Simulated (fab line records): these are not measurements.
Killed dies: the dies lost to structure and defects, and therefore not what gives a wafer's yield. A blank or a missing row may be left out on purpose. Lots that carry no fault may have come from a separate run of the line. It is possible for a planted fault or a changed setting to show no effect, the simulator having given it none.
fab line records	flow n5_finfet
[record] lots = 7	wafers = 39
route steps=1938 shown DUMMY_GATE@228
start_h: hours from the record's opening day to when the first of the lot's shown wafers began	wait_h: how many hours have passed since the lot's step before this one	" unchanged from the row above	L1.1+2: one row covering several wafers at once	- value missing, or start not given	* or withheld: withheld	< > ~ a bound
route shown NAME@n: names a module that has steps shown in the file, with the first one's number in the route	usual: the fault-free wafers' mean and standard deviation	same: alike in all rows	chamber/n: place in a boat	sites: each site's reading	_std_site: standard deviation across them	_edge_site: outer sites' mean less inner sites'	radius_mm: how far each site lies from the wafer's centre	mask NAME#n: copy n	behind: the last tool/chamber to shape the wafer	hold: the reason the lot was held/the length of the hold in hours/how it ended	device: which transistor (n, p or np) failed to switch	end of line: at the end of the route, the tests of the same wafers	step lacking rows: just its recipe	killed: dies lost to structure and defects at the first sort, not the wafer's yield	map: a wafer's dies, marking killed ones x, the rest . and places with no die _
set.NAME: the setting as run; set.NAME@STEP: as run at that earlier step	model.NAME: the simulator's own value behind a step, which no gauge read
lots run with intentionally changed settings; tables by step, rows by wafer
[[steps]]
[step N5_DUMMY_GATE_EXPOSE_12]
[recipe] mask_id = GATE	na = 0.33	source_shape = annular	sigma_inner = 0.2	sigma_outer = 0.6	polarization = unpolarized	target_cd_nm = 25	dose_mj = 34
lot.wafer	tool	chamber	start_h	wait_h	mask	set.dose_mj
L074.1+2+3+4+5+6	euv_scanner-01	0	45.96	-	GATE#0	34
L080.1+4+5	euv_scanner-01	0	82.38	-	GATE#0	34
L080.2+3+6	"	0	"	"	GATE#0	32.03
L081.1+2+4	euv_scanner-02	0	88.45	-	GATE#0	34
L081.3+5+6	"	0	"	"	GATE#0	35.83
L082.1+2+3	euv_scanner-02	0	94.98	-	GATE#0	35.11
L082.4+5+6	"	0	"	"	GATE#0	34
L083.1+2+5	euv_scanner-02	0	105.74	-	GATE#0	32.23
L083.3+4+6	"	0	"	"	GATE#0	34
L091.1+3+6	euv_scanner-02	0	148.56	-	GATE#0	34
L097.1+2+4	euv_scanner-02	0	190.08	-	GATE#0	31.42
L097.3+5+6	"	0	"	"	GATE#0	34
[step N5_DUMMY_GATE_PEB_13]
[recipe] peb_temp_c = 100	peb_time_s = 60	resist = CAR-EUV
[step N5_DUMMY_GATE_DEVELOP_14]
[recipe] develop_time_s = 30	developer = TMAH	resist = CAR-EUV	rinse_liquid = surfactant_rinse	dry = air_spin	dev_temp_c = 23
[step N5_DUMMY_GATE_CD_MEAS_15]
[recipe] target_cd_nm = 25.8	landing_energy_ev = 500	detector = se_inlens
[usual] cd_nm = 25.00/0.23
lot.wafer	tool	chamber	start_h	wait_h	set.dose_mj@DUMMY_GATE_EXPOSE_12	cd_nm
L074.1	cd_sem-02	0	46.09	-	34	24.96
L074.2	"	0	"	"	34	25.15
L074.3	"	0	"	"	34	25.25
L074.4	"	0	"	"	34	25.17
L074.5	"	0	"	"	34	24.93
L074.6	"	0	"	"	34	25.14
L080.1	cd_sem-01	0	82.51	-	34	24.86
L080.2	"	0	"	"	32.03	26.18
L080.3	"	0	"	"	32.03	26.24
L080.4	"	0	"	"	34	24.80
L080.5	"	0	"	"	34	24.95
L080.6	"	0	"	"	32.03	25.83
L081.1	cd_sem-01	0	88.57	-	34	25.09
L081.2	"	0	"	"	34	24.61
L081.3	"	0	"	"	35.83	23.76
L081.4	"	0	"	"	34	24.98
L081.5	"	0	"	"	35.83	24.13
L081.6	"	0	"	"	35.83	24.21
L082.1	cd_sem-02	0	95.11	-	35.11	24.61
L082.2	"	0	"	"	35.11	24.29
L082.3	"	0	"	"	35.11	24.33
L082.4	"	0	"	"	34	25.14
L082.5	"	0	"	"	34	24.95
L082.6	"	0	"	"	34	24.89
L083.1	cd_sem-02	0	105.87	-	32.23	26.16
L083.2	"	0	"	"	32.23	26.35
L083.3	"	0	"	"	34	24.82
L083.4	"	0	"	"	34	25.36
L083.5	"	0	"	"	32.23	25.96
L083.6	"	0	"	"	34	25.30
L091.1	cd_sem-03	0	148.68	-	34	24.90
L091.3	"	0	"	"	34	25.00
L091.6	"	0	"	"	34	24.94
L097.1	cd_sem-02	0	190.21	-	31.42	25.79
L097.2	"	0	"	"	31.42	25.92
L097.3	"	0	"	"	34	24.44
L097.4	"	0	"	"	31.42	26.24
L097.5	"	0	"	"	34	25.00
L097.6	"	0	"	"	34	24.80
[step N5_DUMMY_GATE_ETCH_37]
[recipe] chemistry = N2/H2	target = SOC	target_depth_a = 600	overetch_a = 300	temp_c = 40	ion_energy_ev = 200	pressure_mtorr = 30	source_w = 840	bias_w = 150	n2_flow_sccm = 200	h2_flow_sccm = 200
[usual] rf_vpp_V = 523.8/2.4
lot.wafer	tool	chamber	start_h	wait_h	set.source_w	rf_vpp_V
L074.1	rie_diel-06	0	46.36	0.0	753.7	546.0
L074.2	"	2	"	"	753.7	545.3
L074.3	"	3	"	"	840	521.1
L074.4	"	1	"	"	840	523.2
L074.5	"	2	"	"	753.7	543.5
L074.6	"	3	"	"	840	521.8
L080.1	rie_diel-01	2	82.79	0.0	840	524.3
L080.2	"	0	"	"	741.5	545.6
L080.3	"	1	"	"	741.5	541.7
L080.4	"	1	"	"	840	519.4
L080.5	"	0	"	"	741.5	544.8
L080.6	"	2	"	"	840	525.4
L081.1	rie_diel-03	1	88.85	0.0	840	525.9
L081.2	"	3	"	"	840	522.3
L081.3	"	2	"	"	840	524.0
L081.4	"	0	"	"	840	522.5
L081.5	"	1	"	"	840	527.0
L081.6	"	0	"	"	840	522.1
L082.1	rie_diel-06	1	95.65	0.0	972	498.3
L082.2	"	2	"	"	972	501.0
L082.3	"	0	"	"	840	528.1
L082.4	"	3	"	"	972	495.5
L082.5	"	1	"	"	840	523.1
L082.6	"	2	"	"	840	525.5
L083.1	rie_diel-01	3	106.15	0.0	704.9	556.2
L083.2	"	0	"	"	840	521.0
L083.3	"	1	"	"	840	521.5
L083.4	"	2	"	"	704.9	556.8
L083.5	"	1	"	"	840	520.4
L083.6	"	2	"	"	704.9	556.9
L091.1	rie_diel-06	2	148.96	0.0	840	524.2
L091.3	"	0	"	"	840	526.6
L091.6	"	1	"	"	840	522.0
L097.1	rie_diel-03	0	190.49	0.0	792	531.8
L097.2	"	3	"	"	840	520.9
L097.3	"	1	"	"	792	537.6
L097.4	"	2	"	"	840	523.7
L097.5	"	1	"	"	840	524.8
L097.6	"	0	"	"	792	531.6
[step N5_DUMMY_GATE_STRIP_38]
[recipe] chemistry = N2/H2	temp_c = 40	n2_flow_sccm = 200	h2_flow_sccm = 200	rf_frequency_hz = 6e+07
[step N5_DUMMY_GATE_STRIP_39]
[recipe] chemistry = N2/H2	temp_c = 40	n2_flow_sccm = 200	h2_flow_sccm = 200	rf_frequency_hz = 6e+07
[step N5_DUMMY_GATE_TRIM_49]
[recipe] chemistry = O2	resist = SOC	time_s = 29	target_cd_nm = 14	source_power_w = 300	bias_power_w = 0	O2_flow_sccm = 100	temp_c = 20
lot.wafer	tool	chamber	start_h	wait_h	set.dose_mj@DUMMY_GATE_EXPOSE_12	model.DUMMY_GATE.cd_nm
L074.1+6	rie_si-06	2,3	46.44	0.0	34	14
L074.2+4	"	1,3	"	"	34	14.2
L074.3+5	"	0	"	"	34	13.8
L080.1	rie_si-02	2	82.87	0.0	34	14.4
L080.2+6	"	0,3	"	"	32.03	15.2
L080.3	"	3	"	"	32.03	15
L080.4	"	0	"	"	34	13.8
L080.5	"	2	"	"	34	14.2
L081.1+2+4	rie_si-02	3,0,3	88.93	0.0	34	13.8
L081.3	"	2	"	"	35.83	13
L081.5	"	0	"	"	35.83	12.8
L081.6	"	2	"	"	35.83	13.2
L082.1+2	rie_si-02	1,2	95.73	0.0	35.11	13.2
L082.3	"	3	"	"	35.11	13.4
L082.4+6	"	0,1	"	"	34	14
L082.5	"	2	"	"	34	14.2
L083.1+2+5	rie_si-02	3,0,3	106.23	0.0	32.23	15.2
L083.3	"	2	"	"	34	14.2
L083.4	"	1	"	"	34	14.8
L083.6	"	0	"	"	34	14.6
L091.1	rie_si-04	3	149.04	0.0	34	13.8
L091.3+6	"	0	"	"	34	14
L097.1	rie_si-04	1	190.57	0.0	31.42	15.6
L097.2	"	2	"	"	31.42	15.2
L097.3+5+6	"	3,2,3	"	"	34	13.8
L097.4	"	0	"	"	31.42	15.4
[step N5_DUMMY_GATE_STRIP_40]
[recipe] chemistry = CF4	resist = SiARC	power_w = 300	bias_power_w = 75	pressure_mtorr = 50	cf4_flow_sccm = 150	rf_frequency_hz = 6e+07
[step N5_DUMMY_GATE_CD_MEAS_50]
[recipe] target_cd_nm = 14
[usual] cd_nm = 13.98/0.3
lot.wafer	tool	chamber	start_h	wait_h	set.dose_mj@DUMMY_GATE_EXPOSE_12	cd_nm
L074.1	cd_sem-01	-	46.74	0.0	34	14.16
L074.2	"	-	"	"	34	13.75
L074.3	"	-	"	"	34	13.93
L074.4	"	-	"	"	34	14.23
L074.5	"	-	"	"	34	14.03
L074.6	"	-	"	"	34	14.06
L080.1	cd_sem-01	-	83.02	0.0	34	14.38
L080.2	"	-	"	"	32.03	14.88
L080.3	"	-	"	"	32.03	15.17
L080.4	"	-	"	"	34	13.95
L080.5	"	-	"	"	34	14.44
L080.6	"	-	"	"	32.03	15.23
L081.1	cd_sem-02	-	89.14	0.0	34	13.82
L081.2	"	-	"	"	34	13.79
L081.3	"	-	"	"	35.83	13.14
L081.4	"	-	"	"	34	13.49
L081.5	"	-	"	"	35.83	13.05
L081.6	"	-	"	"	35.83	12.85
L082.1	cd_sem-02	-	95.88	0.0	35.11	13.21
L082.2	"	-	"	"	35.11	13.34
L082.3	"	-	"	"	35.11	13.47
L082.4	"	-	"	"	34	14.41
L082.5	"	-	"	"	34	14.24
L082.6	"	-	"	"	34	13.82
L083.1	cd_sem-03	-	106.38	0.0	32.23	15.28
L083.2	"	-	"	"	32.23	14.99
L083.3	"	-	"	"	34	14.41
L083.4	"	-	"	"	34	14.77
L083.5	"	-	"	"	32.23	14.99
L083.6	"	-	"	"	34	14.75
L091.1	cd_sem-03	-	149.36	0.0	34	14.04
L091.3	"	-	"	"	34	13.68
L091.6	"	-	"	"	34	14.08
L097.1	cd_sem-03	-	190.74	0.0	31.42	15.72
L097.2	"	-	"	"	31.42	15.04
L097.3	"	-	"	"	34	13.68
L097.4	"	-	"	"	31.42	15.35
L097.5	"	-	"	"	34	13.87
L097.6	"	-	"	"	34	13.98
[step N5_DUMMY_GATE_ETCH_31]
[recipe] chemistry = C4F6/O2	target = SiO2	mask_material = SOC	target_depth_a = 825	time_s = 27.5	ion_energy_ev = 250	pressure_mtorr = 30	source_w = 345	bias_w = 185	Ar_flow_sccm = 300	C4F6_flow_sccm = 10	O2_flow_sccm = 10
lot.wafer	tool	chamber	start_h	wait_h	set.target_depth_a	model.etch.depth_nm	model.SOC_of_DUMMY_GATE_COAT_34.thk_nm
L074.1	rie_diel-01	3	46.88	0.1	825	83.04	51.8
L074.2	"	2	"	"	825	83.41	51.8
L074.3	"	0	"	"	825	81.73	52
L074.4	"	1	"	"	825	82.59	51.8
L074.5	"	0	"	"	825	82.07	52
L074.6	"	1	"	"	825	82.33	51.6
L080.1	rie_diel-06	3	83.07	0.0	825	81.48	51.8
L080.2	"	0	"	"	825	82.77	51.8
L080.3	"	2	"	"	779.8	79.03	52
L080.4	"	1	"	"	825	81.27	51.8
L080.5	"	3	"	"	779.8	77.67	52.2
L080.6	"	2	"	"	779.8	78.41	52
L081.1	rie_diel-01	1	89.19	0.0	749.7	73.75	52.6
L081.2	"	2	"	"	825	81.9	51.8
L081.3	"	0	"	"	749.7	73.06	52.8
L081.4	"	1	"	"	825	81.14	52
L081.5	"	2	"	"	825	82.71	51.6
L081.6	"	0	"	"	749.7	72.51	52.8
L082.1	rie_diel-01	2	95.93	0.0	930.8	93.67	50.2
L082.2	"	3	"	"	825	83.34	51.2
L082.3	"	1	"	"	825	82.04	51.4
L082.4	"	0	"	"	930.8	91.56	50.6
L082.5	"	0	"	"	930.8	91.48	50.6
L082.6	"	1	"	"	825	82.11	51.4
L083.1	rie_diel-01	3	106.43	0.0	825	84.51	51.6
L083.2	"	2	"	"	898.7	90.17	51.2
L083.3	"	1	"	"	825	80.92	52
L083.4	"	0	"	"	898.7	87.85	51.6
L083.5	"	3	"	"	825	84.15	52
L083.6	"	0	"	"	898.7	87.45	51.4
L091.1	rie_diel-03	1	149.47	0.1	825	81.52	51.8
L091.3	"	2	"	"	825	83.2	51.4
L091.6	"	1	"	"	825	82.09	51.8
L097.1	rie_diel-01	1	190.79	0.0	825	82.1	52
L097.2	"	2	"	"	748.9	75.28	52.6
L097.3	"	3	"	"	825	84.77	51.6
L097.4	"	1	"	"	825	81.81	52
L097.5	"	3	"	"	748.9	77.28	52.4
L097.6	"	2	"	"	748.9	75.38	52.4
[step N5_DUMMY_GATE_ETCH_32]
[recipe] chemistry = CF4	target = SiO2	target_depth_a = 35	time_s = 3.9	ion_energy_ev = 350	pressure_mtorr = 10	icp_w = 800	bias_w = 400	cf4_flow_sccm = 80
lot.wafer	tool	chamber	start_h	wait_h	set.time_s	model.etch.depth_nm
L074.1	rie_si-04	0	47.12	0.1	4.312	3.872
L074.2	"	1	"	"	3.9	3.452
L074.3	"	3	"	"	4.312	3.804
L074.4	"	2	"	"	4.312	3.887
L074.5	"	1	"	"	3.9	3.424
L074.6	"	2	"	"	3.9	3.496
L080.1	rie_si-06	0	83.31	0.1	3.9	3.531
L080.2	"	1	"	"	4.273	3.747
L080.3	"	2	"	"	3.9	3.502
L080.4	"	3	"	"	3.9	3.442
L080.5	"	3	"	"	4.273	3.739
L080.6	"	0	"	"	4.273	3.868
L081.1	rie_si-04	0	89.44	0.1	3.9	3.503
L081.2+5	"	3,1	"	"	3.9	3.467
L081.3	"	1	"	"	3.9	3.466
L081.4	"	3	"	"	3.9	3.491
L081.6	"	0	"	"	3.9	3.516
L082.1	rie_si-06	1	96.18	0.1	4.258	3.765
L082.2	"	2	"	"	4.258	3.797
L082.3	"	1	"	"	3.9	3.411
L082.4	"	2	"	"	3.9	3.482
L082.5	"	1	"	"	4.258	3.742
L082.6	"	2	"	"	3.9	3.472
L083.1	rie_si-04	0	106.67	0.1	3.9	3.504
L083.2	"	2	"	"	3.088	2.807
L083.3	"	1	"	"	3.9	3.45
L083.4	"	2	"	"	3.9	3.545
L083.5	"	1	"	"	3.088	2.733
L083.6	"	0	"	"	3.088	2.771
L091.1+3	rie_si-02	1,2	149.71	0.1	3.9	3.563
L091.6	"	1	"	"	3.9	3.526
L097.1	rie_si-06	1	191.03	0.1	3.9	3.455
L097.2	"	3	"	"	3.9	3.443
L097.3	"	2	"	"	3.9	3.548
L097.4	"	3	"	"	3.9	3.439
L097.5	"	2	"	"	3.9	3.513
L097.6	"	1	"	"	3.9	3.512
[step N5_DUMMY_GATE_ETCH_44]
[recipe] chemistry = HBr/O2	over_etch_frac = 0.7	target_depth_a = 1275	stop_on = SiO2	ion_energy_ev = 60	bias_w = 20	target = poly-Si	mask_material = SiO2	pressure_mtorr = 20	icp_w = 400	HBr_flow_sccm = 120	O2_flow_sccm = 10
lot.wafer	tool	chamber	start_h	wait_h	set.target_depth_a
L074.1+5+6	rie_si-04	0,1,2	47.21	0.0	1399
L074.2+3+4	"	1,3,2	"	"	1275
L080.1+2+6	rie_si-06	0,1,0	83.40	0.0	1275
L080.3+4+5	"	2,3,3	"	"	1223
L081.1+2+3+4+5+6	rie_si-04	0,3,1,3,1,0	89.53	0.0	1275
L082.1+2+3+4+5+6	rie_si-06	1,2,1,2,1,2	96.31	0.1	1275
L083.1+2+3+4+5+6	rie_si-04	0,2,1,2,1,0	106.76	0.0	1275
L091.1+3+6	rie_si-02	1,2,1	149.80	0.0	1275
L097.1+2+3	rie_si-06	1,3,2	191.12	0.0	1275
L097.4+5+6	"	3,2,1	"	"	1350
[step N5_DUMMY_GATE_CD_MEAS_24]
[recipe] target_cd_nm = 15
[usual] cd_nm = 15.00/0.28
lot.wafer	tool	chamber	start_h	wait_h	set.dose_mj@DUMMY_GATE_EXPOSE_12	cd_nm
L074.1	cd_sem-02	-	47.32	0.1	34	14.73
L074.2	"	-	"	"	34	14.90
L074.3	"	-	"	"	34	14.67
L074.4	"	-	"	"	34	15.25
L074.5	"	-	"	"	34	15.06
L074.6	"	-	"	"	34	15.31
L080.1	cd_sem-02	-	83.51	0.1	34	15.40
L080.2	"	-	"	"	32.03	16.16
L080.3	"	-	"	"	32.03	16.09
L080.4	"	-	"	"	34	14.55
L080.5	"	-	"	"	34	15.16
L080.6	"	-	"	"	32.03	16.30
L081.1	cd_sem-02	-	89.64	0.1	34	15.31
L081.2	"	-	"	"	34	15.02
L081.3	"	-	"	"	35.83	14.34
L081.4	"	-	"	"	34	14.99
L081.5	"	-	"	"	35.83	13.81
L081.6	"	-	"	"	35.83	14.06
L082.1	cd_sem-03	-	96.46	0.1	35.11	14.22
L082.2	"	-	"	"	35.11	13.70
L082.3	"	-	"	"	35.11	14.39
L082.4	"	-	"	"	34	15.00
L082.5	"	-	"	"	34	15.16
L082.6	"	-	"	"	34	15.06
L083.1	cd_sem-02	-	106.87	0.1	32.23	15.96
L083.2	"	-	"	"	32.23	16.06
L083.3	"	-	"	"	34	15.36
L083.4	"	-	"	"	34	15.61
L083.5	"	-	"	"	32.23	15.88
L083.6	"	-	"	"	34	15.44
L091.1	cd_sem-02	-	149.91	0.1	34	14.92
L091.3	"	-	"	"	34	15.01
L091.6	"	-	"	"	34	14.71
L097.1	cd_sem-02	-	191.23	0.1	31.42	16.14
L097.2	"	-	"	"	31.42	15.88
L097.3	"	-	"	"	34	14.79
L097.4	"	-	"	"	31.42	16.48
L097.5	"	-	"	"	34	14.36
L097.6	"	-	"	"	34	14.58
[[key]]
[split] step = N5_DUMMY_GATE_EXPOSE_12	setting = dose_mj	stated = 34	by = wafer
[response] step = N5_DUMMY_GATE_CD_MEAS_15	reading = cd_nm	change = -0.178	per = 1%	r = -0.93
[response] step = N5_DUMMY_GATE_TRIM_49	reading = model.DUMMY_GATE.cd_nm	change = -0.179	per = 1%	r = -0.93
[response] step = N5_DUMMY_GATE_CD_MEAS_50	reading = cd_nm	change = -0.159	per = 1%	r = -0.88
[response] step = N5_DUMMY_GATE_CD_MEAS_24	reading = cd_nm	change = -0.19	per = 1%	r = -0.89
[split] step = N5_DUMMY_GATE_ETCH_37	setting = source_w	stated = 840	by = wafer
[response] step = N5_DUMMY_GATE_ETCH_37	reading = rf_vpp_V	change = -1.98	per = 1%	r = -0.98
[split] step = N5_DUMMY_GATE_ETCH_31	setting = target_depth_a	stated = 825	by = wafer
[response] step = N5_DUMMY_GATE_ETCH_31	reading = model.etch.depth_nm	change = +0.758	per = 1%	r = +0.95
[response] step = N5_DUMMY_GATE_ETCH_31	reading = model.SOC_of_DUMMY_GATE_COAT_34.thk_nm	change = -0.0696	per = 1%	r = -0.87
[split] step = N5_DUMMY_GATE_ETCH_32	setting = time_s	stated = 3.9	by = wafer
[response] step = N5_DUMMY_GATE_ETCH_32	reading = model.etch.depth_nm	change = +0.0348	per = 1%	r = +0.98
[split] step = N5_DUMMY_GATE_ETCH_44	setting = target_depth_a	stated = 1275	by = wafer
response none clear
